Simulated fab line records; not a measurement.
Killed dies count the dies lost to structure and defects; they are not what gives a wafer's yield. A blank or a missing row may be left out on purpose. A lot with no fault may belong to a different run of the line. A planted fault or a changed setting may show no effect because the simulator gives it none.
Split-lot study | flow n5 finfet | 21 wafers read across 4 lots, on a route 1938 steps long

== THE SPLIT ITSELF ==
At N5_BEOL_M0_ETCH_138 (etches SiCN in CH3F/O2, target depth 12 nm, time 31.6 s), the setting source w was moved away from the recipe's 395 W on 6 of the 21 wafers read, by -14.4% to -12.4%. This setting was run at the recipe's value on the other wafers.

The reading comes from the split's own step.

== THE READING ==
rf vpp V, in V, at N5_BEOL_M0_ETCH_138 (etches SiCN in CH3F/O2, target depth 12 nm, time 31.6 s). A value of 297.9 V with a standard deviation of 1.4 V is what fault-free wafers of this fab line usually give.

wafer  | tool, chamber at the split | source w as run, W | against the recipe | rf vpp V, V | against lot-mates on the recipe
L077.1 | rie diel-01, 1             | 395                | recipe             | 296.2       | -
L077.2 | rie diel-01, 2             | 338.2              | -14.4%             | 313.7       | +14.8
L077.3 | rie diel-01, 0             | 395                | recipe             | 299.7       | -
L077.4 | rie diel-01, 3             | 338.2              | -14.4%             | 313.7       | +14.8
L077.5 | rie diel-01, 1             | 338.2              | -14.4%             | 311.9       | +13.0
L077.6 | rie diel-01, 2             | 395                | recipe             | 300.8       | -
L083.4 | rie diel-02, 2             | 395                | recipe             | 299.5       | -
L083.5 | rie diel-02, 2             | 395                | recipe             | 298.1       | -
L083.6 | rie diel-02, 3             | 395                | recipe             | 297.5       | -
L084.1 | rie diel-01, 2             | 346                | -12.4%             | 311.1       | +14.4
L084.2 | rie diel-01, 1             | 395                | recipe             | 295.9       | -
L084.3 | rie diel-01, 3             | 346                | -12.4%             | 313.1       | +16.4
L084.4 | rie diel-01, 0             | 395                | recipe             | 297.9       | -
L084.5 | rie diel-01, 1             | 395                | recipe             | 296.2       | -
L084.6 | rie diel-01, 0             | 346                | -12.4%             | 312.1       | +15.4
L089.1 | rie diel-02, 0             | 395                | recipe             | 296.5       | -
L089.2 | rie diel-02, 3             | 395                | recipe             | 297.9       | -
L089.3 | rie diel-02, 1             | 395                | recipe             | 298.2       | -
L089.4 | rie diel-02, 2             | 395                | recipe             | 298.1       | -
L089.5 | rie diel-02, 1             | 395                | recipe             | 298.4       | -
L089.6 | rie diel-02, 0             | 395                | recipe             | 297.1       | -

FIT RESULTS
A straight line over all 21 wafers: rf vpp V changes by -1.1 V for each +1% of source w; r = -0.98; the points scatter about the line by 1.3 V.
The same after taking each lot's own level away (the mean of its wafers on the recipe; 21 wafers): -1.09 V for each +1%; r = -0.98; scatter 1.5 V.
That fit puts the effect of the largest move of source w on the reading at 16 V.
Across the lots, their own levels run from 296.67 to 298.90 V, a range of 1.6 times the standard deviation given above.
Hence the lot-to-lot level has little effect on the slope; both slopes agree.
Check: with one of the wafers moved furthest among these (-14.4%) left out of the fit, the line predicts +16 V for it against its lot-mates. It came out at +14.8 V against them.
Tool readings at the split's step, against how far the setting was moved: rf vpp V r = -0.98.

== OTHER SPLITS ON THESE WAFERS ==
Other splits were also applied to these wafers ahead of the reading. Each is held against what the fit with the lots' levels taken away leaves over:
other split on the same wafers        | wafers away from the commonest value | r with rf vpp V (lot level and that fit taken away)
N5_MOL_CONTACT_COAG_EXPOSE_37 dose mj | 9                                    | +0.07
N5_BEOL_M0_SAQP_PECVD_96 time s       | 9                                    | +0.05

== FILE'S OWN FIT ==
rf vpp V changes by -1.1 V for each +1% of source w, r = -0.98.
